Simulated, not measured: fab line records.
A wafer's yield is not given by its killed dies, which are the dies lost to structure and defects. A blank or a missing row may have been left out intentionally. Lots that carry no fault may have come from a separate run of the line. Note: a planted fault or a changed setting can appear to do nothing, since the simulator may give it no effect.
Chamber matching	flow n5_finfet	N5_BEOL_M2_CO_CAP_55 on cvd_co-02: 3 sister chambers
The step material Co, precursor CCTBA/H2, target thk 2 nm, time 102.1 s. 6 wafers are shown with their chamber, then 11 later ones without.

WAFERS PAIRED WITH THEIR CHAMBERS
wafer	chamber	heater_power_w (W)
L085.4	0	226
L085.6	2	296
L086.1	2	295
L086.3	1	255
L086.4	0	231
L087.2	1	258

WAFERS WITHOUT THEIR CHAMBER
wafer	heater_power_w (W)
L087.3	233
L087.5	257
L089.1	300
L089.5	260
L089.6	295
L090.1	257
L090.3	299
L090.5	298
L095.2	232
L095.4	303
L095.6	257

EACH ONE'S CHAMBER
wafer	from the rows above	in truth
L087.3	0	0
L087.5	1	1
L089.1	2	2
L089.5	1	1
L089.6	2	2
L090.1	1	1
L090.3	2	2
L090.5	2	2
L095.2	0	0
L095.4	2	2
L095.6	1	1
11 of 11 placed correctly. Left unplaced by these rows: 0. 0 placed wrongly.
How it was worked out, from the rows above alone: a wafer's distance from a chamber is the root of the sum, over the readings, of the square of ((its reading less the chamber's mean) divided by the reading's scatter). The wafer belongs to the nearest chamber; if the next one is less than 2 further off, it can't be placed. For every chamber, the mean is computed from those of its wafers that are shown. The scatter: take each reading less its chamber's mean, square it, sum over the shown wafers, divide by the number of wafers less the number of chambers, and take the root.
